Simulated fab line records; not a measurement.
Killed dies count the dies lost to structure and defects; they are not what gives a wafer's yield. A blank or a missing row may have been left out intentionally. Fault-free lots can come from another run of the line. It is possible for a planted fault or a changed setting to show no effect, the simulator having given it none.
fab line records + flow nand_harc
record:
- lots: 14
- wafers: 42
- last_day: 24
route steps=1159 shown A_BLC@978 A_M0@1016
lots untouched by any fault: they come from a run of this same line in which no faults occurred
start_h: hours from the record's first day to the start of the lot's first wafer shown + wait_h: hours since the lot's step before + " identical to the entry in the row above + L1.1+2: a single row standing in for several wafers + - no value present, or no start provided + * or withheld: withheld + < > ~ a bound
route shown NAME@n: names a module that has steps shown in the file, with the first one's number in the route + usual: the fault-free wafers' mean and standard deviation + same: alike in all rows + chamber/n: place in a boat + sites: the reading at each site + _std_site: the standard deviation of these + _edge_site: the outer-site mean with the inner-site mean subtracted + radius_mm: for every site, how far away it sits from the centre of the wafer + mask NAME#n: copy n + behind: tool/chamber where the wafer was last shaped + hold: the reason the lot was held/the length of the hold in hours/how it ended + device: names the non-switching transistor (n, p or np) + end of line: tests of these same wafers at the route's end + where a step has no rows: the recipe by itself + killed: the dies lost at the first sort to structure and to defects; this is not the yield of the wafer + map: dies across one wafer; x = killed, . = not, _ = none there
set.NAME: the setting that was run; set.NAME@STEP: the one run at that earlier step + model.NAME: the simulator's own value behind a step, which no gauge read
one table for each step of the route and one row for each wafer, over a sample of lots
services: when a tool's chamber went out of use (start_h, in hours from the record's first day, below 0 if earlier), for how many hours, and the reason
== steps ==
step: NHARC_A_BLC_ETCH_16
recipe:
- target_depth_a: 390
- over_etch_frac: 0.3
- time_s: 65
- ion_energy_ev: 80
- cf4_flow_sccm: 150
- ar_flow_sccm: 0
- rf_w: 300
- bias_w: 100
- chemistry: CF4
usual:
- cf4_flow_sccm: 149.9/0.43
- drypump_motor_current_A: 5.5/0.45
- oes_product_au: 1.002/0.013
- rf_vpp_V: 151.3/1.1
- showerhead_plenum_p_Torr: 1.77/0.07
- throttle_valve_pct: 13.286/0.009
| lot.wafer | tool        | chamber | start_h | wait_h | cf4_flow_sccm | drypump_motor_current_A | oes_product_au | rf_hours_counter_h | rf_vpp_V | showerhead_plenum_p_Torr | throttle_valve_pct |
|-----------|-------------|---------|---------|--------|---------------|-------------------------|----------------|--------------------|----------|--------------------------|--------------------|
| L343.3    | rie_diel-06 | 1       | 384.44  | 0.1    | 149.7         | 5.4                     | 0.992          | 13                 | 149.4    | 1.79                     | 13.296             |
| L343.1    | "           | 2       | "       | "      | 149.8         | 5.8                     | 0.983          | 13                 | 151.4    | 1.87                     | 13.293             |
| L343.2    | "           | 3       | "       | "      | 150.2         | 5.4                     | 1.023          | 15                 | 150.7    | 1.77                     | 13.283             |
| L344.2    | rie_diel-06 | 3       | 393.40  | 0.1    | 150.1         | 5.4                     | 1.010          | 16                 | 151.4    | 1.77                     | 13.292             |
| L344.1    | "           | 0       | "       | "      | 149.9         | 5.0                     | 1.016          | 17                 | 149.6    | 1.71                     | 13.269             |
| L344.4    | "           | 0       | "       | "      | 149.6         | 5.0                     | 1.009          | -                  | 151.3    | 1.71                     | 13.279             |
| L346.3    | rie_diel-12 | 3       | 401.94  | 0.1    | 149.5         | 4.8                     | 1.014          | 2                  | 150.9    | 1.65                     | 13.294             |
| L346.4    | "           | 1       | "       | "      | 149.8         | 5.4                     | 0.985          | 2                  | 151.2    | 1.73                     | 13.283             |
| L346.6    | "           | 0       | "       | "      | 150.0         | 5.8                     | 0.990          | -                  | 151.9    | 1.87                     | 13.275             |
| L347.3    | rie_diel-12 | 2       | 427.86  | 0.1    | 149.9         | 6.0                     | 1.011          | 4                  | 151.4    | 1.80                     | 13.287             |
| L347.2    | "           | 0       | "       | "      | 149.6         | 5.9                     | 0.982          | 5                  | 152.2    | 1.86                     | 13.292             |
| L347.6    | "           | 2       | "       | "      | 149.3         | 6.0                     | 1.022          | -                  | 151.3    | 1.80                     | 13.290             |
| L349.1    | rie_diel-12 | 3       | 433.18  | 0.1    | 149.5         | 4.8                     | 1.023          | 5                  | 150.9    | 1.65                     | 13.291             |
| L349.4    | "           | 0       | "       | "      | 149.7         | 5.8                     | 0.981          | 5                  | 151.8    | 1.86                     | 13.299             |
| L349.6    | "           | 3       | "       | "      | 150.1         | 4.9                     | 1.010          | -                  | 148.8    | 1.65                     | 13.298             |
| L351.4    | rie_diel-12 | 1       | 457.00  | 0.1    | 149.2         | 5.4                     | 0.990          | 8                  | 151.2    | 1.73                     | 13.287             |
| L351.1    | "           | 0       | "       | "      | 150.3         | 5.9                     | 0.997          | 7                  | 151.8    | 1.86                     | 13.276             |
| L351.5    | "           | 1       | "       | "      | 149.0         | 5.5                     | 0.991          | -                  | 152.4    | 1.73                     | 13.304             |
| L355.2    | rie_diel-06 | 2       | 469.79  | 0.1    | 150.2         | 5.8                     | 1.005          | 4                  | 151.8    | 1.87                     | 13.284             |
| L355.1    | "           | 0       | "       | "      | 149.9         | 5.0                     | 1.009          | 4                  | 149.8    | 1.71                     | 13.292             |
| L355.3    | "           | 1       | "       | "      | 149.2         | 5.4                     | 0.978          | 4                  | 152.7    | 1.79                     | 13.283             |
| L357.2    | rie_diel-02 | 2       | 471.24  | 0.1    | 149.7         | 6.8                     | 1.010          | 50                 | 151.5    | 1.78                     | 13.269             |
| L357.1    | "           | 3       | "       | "      | 149.5         | 5.5                     | 1.000          | 50                 | 151.1    | 1.69                     | 13.279             |
| L357.5    | "           | 1       | "       | "      | 149.5         | 6.6                     | 0.995          | -                  | 152.4    | 1.82                     | 13.283             |
| L361.2    | rie_diel-12 | 2       | 477.10  | 0.1    | 150.2         | 5.9                     | 1.012          | 10                 | 150.0    | 1.79                     | 13.278             |
| L361.1    | "           | 3       | "       | "      | 149.8         | 4.8                     | 1.015          | 9                  | 150.0    | 1.65                     | 13.293             |
| L361.3    | "           | 0       | "       | "      | 150.1         | 5.9                     | 0.997          | 9                  | 151.7    | 1.86                     | 13.296             |
| L362.2    | rie_diel-06 | 3       | 497.69  | 0.1    | 150.5         | 5.4                     | 0.998          | 5                  | 151.3    | 1.77                     | 13.281             |
| L362.6    | "           | 1       | "       | "      | 150.2         | 5.5                     | 0.982          | -                  | 151.2    | 1.79                     | 13.291             |
| L362.5    | "           | 2       | "       | "      | 149.4         | 5.8                     | 1.008          | -                  | 152.6    | 1.86                     | 13.293             |
| L363.4    | rie_diel-12 | 3       | 497.96  | 0.1    | 149.6         | 4.8                     | 0.994          | 12                 | 150.4    | 1.65                     | 13.297             |
| L363.6    | "           | 2       | "       | "      | 149.9         | 6.0                     | 1.004          | -                  | 151.2    | 1.79                     | 13.281             |
| L363.5    | "           | 3       | "       | "      | 148.9         | 4.9                     | 1.008          | -                  | 149.0    | 1.65                     | 13.264             |
| L365.4    | rie_diel-06 | 1       | 512.62  | 0.2    | 150.1         | 5.4                     | 0.978          | 10                 | 152.6    | 1.79                     | 13.290             |
| L365.6    | "           | 2       | "       | "      | 149.9         | 5.8                     | 1.013          | -                  | 152.4    | 1.86                     | 13.279             |
| L365.5    | "           | 3       | "       | "      | 149.6         | 5.4                     | 0.998          | -                  | 150.7    | 1.77                     | 13.283             |
| L366.1    | rie_diel-06 | 2       | 517.66  | 0.1    | 150.1         | 5.8                     | 1.012          | 10                 | 152.7    | 1.86                     | 13.297             |
| L366.4    | "           | 3       | "       | "      | 150.0         | 5.4                     | 0.990          | 8                  | 149.9    | 1.77                     | 13.286             |
| L366.6    | "           | 2       | "       | "      | 150.2         | 5.8                     | 1.009          | -                  | 151.7    | 1.86                     | 13.287             |
| L364.1    | rie_diel-06 | 3       | 523.47  | 0.1    | 149.7         | 5.4                     | 1.003          | 9                  | 150.9    | 1.77                     | 13.294             |
| L364.2    | "           | 0       | "       | "      | 150.0         | 5.0                     | 1.023          | 11                 | 151.3    | 1.71                     | 13.286             |
| L364.5    | "           | 3       | "       | "      | 149.4         | 5.4                     | 1.004          | -                  | 149.9    | 1.77                     | 13.287             |
step: NHARC_A_BLC_STRIP_29
recipe:
- cf4_flow_sccm: 150
- ar_flow_sccm: 0
- bias_w: 0
- chemistry: CF4
usual:
- cf4_flow_sccm: 149.9/0.45
- drypump_motor_current_A: 5.5/0.48
- oes_product_au: 1.002/0.012
- rf_vpp_V: 59.5/0.81
- showerhead_plenum_p_Torr: 1.78/0.067
- throttle_valve_pct: 13.283/0.0088
| lot.wafer | tool        | chamber | start_h | wait_h | cf4_flow_sccm | drypump_motor_current_A | oes_product_au | rf_hours_counter_h | rf_vpp_V | showerhead_plenum_p_Torr | throttle_valve_pct |
|-----------|-------------|---------|---------|--------|---------------|-------------------------|----------------|--------------------|----------|--------------------------|--------------------|
| L343.1    | rie_diel-06 | 0       | 385.41  | 0.1    | 150.1         | 5.0                     | 1.013          | 15                 | 58.2     | 1.71                     | 13.279             |
| L343.2    | "           | 2       | "       | "      | 149.8         | 5.8                     | 0.982          | 13                 | 60.8     | 1.87                     | 13.286             |
| L343.3    | "           | 3       | "       | "      | 150.0         | 5.4                     | 1.018          | 15                 | 58.9     | 1.77                     | 13.276             |
| L344.1    | rie_diel-02 | 1       | 394.53  | 0.1    | 149.2         | 6.6                     | 0.999          | 21                 | 60.3     | 1.83                     | 13.278             |
| L344.2    | "           | 2       | "       | "      | 149.9         | 6.8                     | 1.020          | 19                 | 60.1     | 1.79                     | 13.291             |
| L344.4    | "           | 0       | "       | "      | 150.3         | 4.9                     | 1.012          | -                  | 59.0     | 1.88                     | 13.291             |
| L346.3    | rie_diel-02 | 1       | 402.90  | 0.1    | 149.5         | 6.6                     | 0.997          | 25                 | 59.5     | 1.83                     | 13.287             |
| L346.4    | "           | 0       | "       | "      | 149.3         | 4.9                     | 1.008          | 26                 | 60.8     | 1.88                     | 13.295             |
| L346.6    | "           | 1       | "       | "      | 149.7         | 6.6                     | 1.004          | -                  | 60.0     | 1.83                     | 13.279             |
| L347.3    | rie_diel-06 | 2       | 428.83  | 0.1    | 150.0         | 5.8                     | 1.007          | 0                  | 61.2     | 1.87                     | 13.290             |
| L347.2    | "           | 0       | "       | "      | 149.8         | 5.0                     | 1.020          | 0                  | 58.6     | 1.71                     | 13.291             |
| L347.6    | "           | 2       | "       | "      | 149.5         | 5.8                     | 1.020          | -                  | 60.5     | 1.87                     | 13.282             |
| L349.1    | rie_diel-12 | 2       | 434.14  | 0.1    | 149.3         | 6.0                     | 1.018          | 5                  | 59.2     | 1.80                     | 13.274             |
| L349.4    | "           | 3       | "       | "      | 150.2         | 4.8                     | 1.020          | 5                  | 58.3     | 1.65                     | 13.275             |
| L349.6    | "           | 2       | "       | "      | 150.0         | 6.0                     | 1.023          | -                  | 57.9     | 1.80                     | 13.279             |
| L351.1    | rie_diel-06 | 1       | 457.98  | 0.1    | 149.8         | 5.4                     | 0.990          | 4                  | 59.5     | 1.79                     | 13.280             |
| L351.4    | "           | 0       | "       | "      | 148.9         | 5.0                     | 1.014          | -                  | 58.6     | 1.71                     | 13.281             |
| L351.5    | "           | 2       | "       | "      | 149.9         | 5.8                     | 1.012          | -                  | 61.2     | 1.87                     | 13.277             |
| L355.1    | rie_diel-12 | 3       | 470.97  | 0.1    | 150.0         | 4.8                     | 1.006          | 8                  | 58.6     | 1.65                     | 13.308             |
| L355.2    | "           | 1       | "       | "      | 150.0         | 5.5                     | 0.995          | 9                  | 60.0     | 1.73                     | 13.274             |
| L355.3    | "           | 2       | "       | "      | 150.0         | 6.0                     | 1.009          | 9                  | 58.8     | 1.79                     | 13.292             |
| L357.1    | rie_diel-06 | 2       | 472.20  | 0.1    | 150.0         | 5.8                     | 1.000          | 5                  | 60.4     | 1.87                     | 13.272             |
| L357.2    | "           | 1       | "       | "      | 150.0         | 5.4                     | 0.981          | 5                  | 58.3     | 1.79                     | 13.283             |
| L357.5    | "           | 3       | "       | "      | 148.8         | 5.4                     | 0.989          | -                  | 59.9     | 1.77                     | 13.288             |
| L361.2    | rie_diel-06 | 3       | 478.06  | 0.1    | 149.5         | 5.4                     | 0.996          | 3                  | 60.8     | 1.77                     | 13.286             |
| L361.1    | "           | 1       | "       | "      | 149.8         | 5.5                     | 0.987          | 6                  | 58.5     | 1.79                     | 13.269             |
| L361.3    | "           | 2       | "       | "      | 148.8         | 5.8                     | 0.995          | 6                  | 61.0     | 1.87                     | 13.284             |
| L362.2    | rie_diel-06 | 2       | 498.66  | 0.1    | 149.6         | 5.8                     | 1.021          | 8                  | 60.8     | 1.86                     | 13.298             |
| L362.6    | "           | 0       | "       | "      | 149.5         | 5.0                     | 1.012          | -                  | 59.8     | 1.71                     | 13.291             |
| L362.5    | "           | 1       | "       | "      | 150.1         | 5.4                     | 0.991          | -                  | 59.2     | 1.79                     | 13.290             |
| L363.4    | rie_diel-12 | 0       | 498.94  | 0.1    | 150.1         | 5.9                     | 0.993          | 12                 | 58.6     | 1.86                     | 13.277             |
| L363.6    | "           | 1       | "       | "      | 149.3         | 5.5                     | 0.984          | -                  | 60.6     | 1.73                     | 13.284             |
| L363.5    | "           | 2       | "       | "      | 150.5         | 6.0                     | 1.009          | -                  | 59.0     | 1.79                     | 13.291             |
| L365.4    | rie_diel-06 | 0       | 513.58  | 0.1    | 150.9         | 5.0                     | 1.014          | 10                 | 57.8     | 1.70                     | 13.289             |
| L365.5    | "           | 0       | "       | "      | 150.4         | 5.0                     | 1.023          | -                  | 58.7     | 1.70                     | 13.281             |
| L365.6    | "           | 1       | "       | "      | 150.2         | 5.4                     | 0.987          | -                  | 59.3     | 1.79                     | 13.266             |
| L366.1    | rie_diel-06 | 1       | 518.61  | 0.1    | 149.7         | 5.5                     | 0.986          | 11                 | 60.1     | 1.79                     | 13.295             |
| L366.4    | "           | 2       | "       | "      | 149.7         | 5.8                     | 1.031          | 11                 | 60.6     | 1.86                     | 13.280             |
| L366.6    | "           | 2       | "       | "      | 150.2         | 5.8                     | 1.017          | -                  | 59.8     | 1.86                     | 13.277             |
| L364.2    | rie_diel-12 | 2       | 524.45  | 0.1    | 149.9         | 6.0                     | 0.995          | 15                 | 60.6     | 1.79                     | 13.275             |
| L364.1    | "           | 0       | "       | "      | 149.0         | 5.9                     | 0.989          | 15                 | 60.5     | 1.86                     | 13.255             |
| L364.5    | "           | 1       | "       | "      | 150.7         | 5.5                     | 0.979          | -                  | 58.9     | 1.73                     | 13.285             |
step: NHARC_A_BLC_CVD_24
recipe:
- target_thk_a: 1500
- temp_c: 300
- pressure_torr: 40
- wf6_flow_sccm: 40
- h2_flow_sccm: 1600
- ar_flow_sccm: 1560
- time_s: 434
- material: W
usual:
- heater_power_w: 460/26
- mfc_wf6_sccm: 40.01/0.13
- throttle_valve_pct: 7.9/0.33
| lot.wafer | tool     | chamber | start_h | wait_h | heater_power_w | mfc_wf6_sccm | throttle_valve_pct |
|-----------|----------|---------|---------|--------|----------------|--------------|--------------------|
| L343.1    | cvd_w-01 | 0       | -       | -      | 448            | 39.82        | 8.0                |
| L343.2    | "        | 1       | "       | "      | 495            | 39.95        | 7.6                |
| L343.3    | "        | 1       | "       | "      | 473            | 39.97        | 7.7                |
| L344.2    | cvd_w-02 | 1       | -       | -      | 405            | 40.17        | 7.6                |
| L344.1    | "        | 0       | "       | "      | 467            | 40.34        | 7.8                |
| L344.4    | "        | 1       | "       | "      | 414            | 40.07        | 7.4                |
| L346.4    | cvd_w-01 | 1       | -       | -      | 489            | 39.87        | 7.6                |
| L346.3    | "        | 0       | "       | "      | 452            | 39.99        | 8.3                |
| L346.6    | "        | 0       | "       | "      | 444            | 40.19        | 8.4                |
| L347.2    | cvd_w-01 | 0       | -       | -      | 455            | 40.20        | 8.3                |
| L347.3    | "        | 1       | "       | "      | 497            | 40.02        | 7.8                |
| L347.6    | "        | 0       | "       | "      | 455            | 40.13        | 8.1                |
| L349.1    | cvd_w-01 | 1       | -       | -      | 475            | 40.10        | 7.6                |
| L349.4    | "        | 1       | "       | "      | 479            | 40.02        | 7.8                |
| L349.6    | "        | 1       | "       | "      | 488            | 40.02        | 7.6                |
| L351.1    | cvd_w-01 | 1       | -       | -      | 486            | 40.08        | 7.9                |
| L351.4    | "        | 1       | "       | "      | 489            | 39.94        | 7.6                |
| L351.5    | "        | 1       | "       | "      | 483            | 39.90        | 7.7                |
| L355.2    | cvd_w-01 | 0       | -       | -      | 444            | 39.92        | 8.5                |
| L355.1    | "        | 1       | "       | "      | 482            | 39.97        | 7.8                |
| L355.3    | "        | 1       | "       | "      | 495            | 39.98        | 7.7                |
| L357.1    | cvd_w-02 | 0       | -       | -      | 453            | 39.76        | 8.0                |
| L357.2    | "        | 1       | "       | "      | 400            | 40.02        | 8.1                |
| L357.5    | "        | 0       | "       | "      | 477            | 40.03        | 7.9                |
| L361.1    | cvd_w-02 | 1       | -       | -      | 402            | 39.72        | 7.6                |
| L361.2    | "        | 0       | "       | "      | 463            | 39.98        | 8.2                |
| L361.3    | "        | 1       | "       | "      | 399            | 40.05        | 7.9                |
| L362.2    | cvd_w-01 | 0       | -       | -      | 434            | 40.06        | 8.0                |
| L362.5    | "        | 1       | "       | "      | 472            | 40.01        | 7.5                |
| L362.6    | "        | 0       | "       | "      | 429            | 39.85        | 8.1                |
| L363.4    | cvd_w-01 | 0       | -       | -      | 427            | 39.73        | 8.2                |
| L363.6    | "        | 0       | "       | "      | 448            | 39.89        | 8.0                |
| L363.5    | "        | 1       | "       | "      | 486            | 39.92        | 7.5                |
| L365.4    | cvd_w-01 | 1       | -       | -      | 474            | 39.93        | 7.5                |
| L365.6    | "        | 0       | "       | "      | 430            | 40.02        | 8.2                |
| L365.5    | "        | 1       | "       | "      | 467            | 39.74        | 7.6                |
| L366.1    | cvd_w-01 | 0       | -       | -      | 432            | 40.06        | 8.3                |
| L366.4    | "        | 1       | "       | "      | 474            | 39.81        | 7.5                |
| L366.6    | "        | 0       | "       | "      | 437            | 40.06        | 8.2                |
| L364.1    | cvd_w-02 | 1       | -       | -      | 395            | 40.11        | 8.0                |
| L364.2    | "        | 0       | "       | "      | 467            | 40.06        | 8.3                |
| L364.5    | "        | 1       | "       | "      | 402            | 40.03        | 8.0                |
step: NHARC_A_M0_PVD_21
recipe:
- target_thk_a: 300
- chamber_pressure_pa: 5
- power_w: 5000
- substrate_temp_c: 30
- time_s: 20.49
- material: Cu
usual:
- cathode_dc_power_W: 5000.1/0.87
- chamber_pressure_pa: 4.999/0.01
- throttle_valve_pct: 29.9/0.98
| lot.wafer | tool           | chamber | start_h | wait_h | cathode_dc_power_W | chamber_pressure_pa | throttle_valve_pct |
|-----------|----------------|---------|---------|--------|--------------------|---------------------|--------------------|
| L343.2    | pvd_sputter-01 | -       | 394.22  | -      | 5000.4             | 5.013               | 29.4               |
| L343.1    | "              | -       | "       | "      | 5000.1             | 5.021               | 30.4               |
| L343.3    | "              | -       | "       | "      | 4999.7             | 4.998               | 30.1               |
| L344.2    | pvd_sputter-02 | -       | 402.63  | -      | 4999.9             | 5.000               | 29.7               |
| L344.4    | "              | -       | "       | "      | 4999.9             | 4.995               | 30.5               |
| L344.1    | "              | -       | "       | "      | 5000.3             | 4.989               | 30.9               |
| L346.4    | pvd_sputter-02 | -       | 408.05  | -      | 4999.8             | 4.990               | 29.7               |
| L346.3    | "              | -       | "       | "      | 5000.3             | 4.999               | 29.3               |
| L346.6    | "              | -       | "       | "      | 5000.9             | 5.001               | 29.5               |
| L347.2    | pvd_sputter-03 | -       | 433.48  | -      | 5000.2             | 5.004               | 30.3               |
| L347.3    | "              | -       | "       | "      | 4999.7             | 5.006               | 32.2               |
| L347.6    | "              | -       | "       | "      | 4999.3             | 4.997               | 30.2               |
| L349.4    | pvd_sputter-03 | -       | 442.37  | -      | 5000.2             | 4.996               | 30.3               |
| L349.1    | "              | -       | "       | "      | 5000.6             | 4.999               | 30.3               |
| L349.6    | "              | -       | "       | "      | 5000.8             | 4.993               | 31.9               |
| L351.4    | pvd_sputter-02 | -       | 462.17  | -      | -                  | -                   | -                  |
| L351.1    | "              | -       | "       | "      | -                  | -                   | -                  |
| L351.5    | "              | -       | "       | "      | -                  | -                   | -                  |
| L355.1    | pvd_sputter-02 | -       | 475.27  | -      | -                  | -                   | -                  |
| L355.3    | "              | -       | "       | "      | -                  | -                   | -                  |
| L355.2    | "              | -       | "       | "      | -                  | -                   | -                  |
| L357.2    | pvd_sputter-02 | -       | 476.35  | -      | 4999.7             | 5.002               | 30.5               |
| L357.1    | "              | -       | "       | "      | 4997.9             | 4.994               | 29.3               |
| L357.5    | "              | -       | "       | "      | 4999.8             | 4.996               | 29.6               |
| L361.1    | pvd_sputter-02 | -       | 482.10  | -      | 4998.2             | 4.991               | 30.7               |
| L361.2    | "              | -       | "       | "      | 5000.0             | 4.979               | 29.6               |
| L361.3    | "              | -       | "       | "      | 5001.2             | 5.002               | 31.3               |
| L362.2    | pvd_sputter-02 | -       | 504.13  | -      | 5002.2             | 4.994               | 29.2               |
| L362.6    | "              | -       | "       | "      | 5000.7             | 5.007               | 29.3               |
| L362.5    | "              | -       | "       | "      | 5001.0             | 4.999               | 30.5               |
| L363.4    | pvd_sputter-01 | -       | 504.42  | -      | 5000.6             | 5.018               | 30.0               |
| L363.5    | "              | -       | "       | "      | 5000.8             | 4.991               | 30.0               |
| L363.6    | "              | -       | "       | "      | 5001.2             | 4.974               | 27.7               |
| L365.4    | pvd_sputter-02 | -       | 523.82  | -      | 4999.2             | 5.014               | 29.5               |
| L365.6    | "              | -       | "       | "      | 4999.8             | 5.007               | 29.6               |
| L365.5    | "              | -       | "       | "      | 4999.4             | 5.007               | 30.7               |
| L366.1    | pvd_sputter-03 | -       | 529.63  | -      | 4999.8             | 4.995               | 30.1               |
| L366.4    | "              | -       | "       | "      | 5000.4             | 4.982               | 31.3               |
| L366.6    | "              | -       | "       | "      | 4999.8             | 5.012               | 30.8               |
| L364.2    | pvd_sputter-01 | -       | 536.96  | -      | 5000.9             | 5.006               | 28.8               |
| L364.1    | "              | -       | "       | "      | 4999.3             | 5.023               | 30.3               |
| L364.5    | "              | -       | "       | "      | 4998.9             | 5.001               | 29.9               |
== services ==
| tool           | chamber | start_h | hours | kind   |
|----------------|---------|---------|-------|--------|
| rie_diel-12    | -       | 364.80  | 0.3   | repair |
| rie_diel-12    | 2       | 370.48  | 19.1  | repair |
| rie_diel-06    | 0       | 372.76  | -     | clean  |
| rie_diel-06    | 1       | 372.76  | -     | clean  |
| rie_diel-06    | 2       | 372.76  | -     | clean  |
| rie_diel-06    | 3       | 372.76  | -     | clean  |
| cvd_w-02       | -       | 377.69  | 13.0  | pm     |
| rie_diel-12    | -       | 379.47  | 9.0   | pm     |
| rie_diel-06    | 3       | 387.70  | 2.5   | repair |
| rie_diel-06    | 1       | 390.71  | 3.5   | repair |
| pvd_sputter-02 | -       | 392.00  | 10.0  | pm     |
| rie_diel-06    | 0       | 397.26  | -     | clean  |
| rie_diel-02    | 1       | 414.30  | 18.2  | repair |
| rie_diel-06    | -       | 416.99  | 2.3   | repair |
| rie_diel-06    | -       | 419.30  | 9.0   | pm     |
| rie_diel-06    | 3       | 454.55  | 16.7  | repair |
| pvd_sputter-03 | -       | 458.00  | 10.0  | pm     |
| rie_diel-12    | -       | 458.11  | 0.2   | repair |
| cvd_w-01       | -       | 477.56  | 13.0  | pm     |
| cvd_w-01       | 1       | 502.94  | 8.5   | repair |
| rie_diel-02    | -       | 505.92  | 9.0   | pm     |
| rie_diel-12    | 3       | 508.71  | 1.9   | repair |
| pvd_sputter-01 | -       | 514.02  | 10.0  | pm     |
| rie_diel-02    | 1       | 516.14  | 4.4   | repair |
== key ==
first_sign:
- step: NHARC_A_M0_PVD_21
- reading: tool_record
- direction: missing
effect none on later readings
met_at NHARC_A_M0_PVD_21
struck_lots L351,L355
later_rows_left_out L351.1,L351.4,L351.5,L355.1,L355.2,L355.3
sort_left_out L351.1,L351.4,L351.5,L355.1,L355.2,L355.3
not_acting_at NHARC_A_BLC_ETCH_16,NHARC_A_BLC_STRIP_29,NHARC_A_BLC_CVD_24
onset_between 408.05 462.17
fault:
- kind: skipped_step_whole
- tool: pvd_sputter-02
- chamber: -
- onset_h: 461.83
- steps: NHARC_A_M0_PVD_21
- scope: struck_lots_only
sort_left_out: the simulated sort isn't trusted on such a fault, so these wafers' sort isn't shown, and their yield isn't known
later_rows_left_out: the simulator's readings of these wafers behind a module that went badly wrong aren't trusted and aren't shown, but for the sort
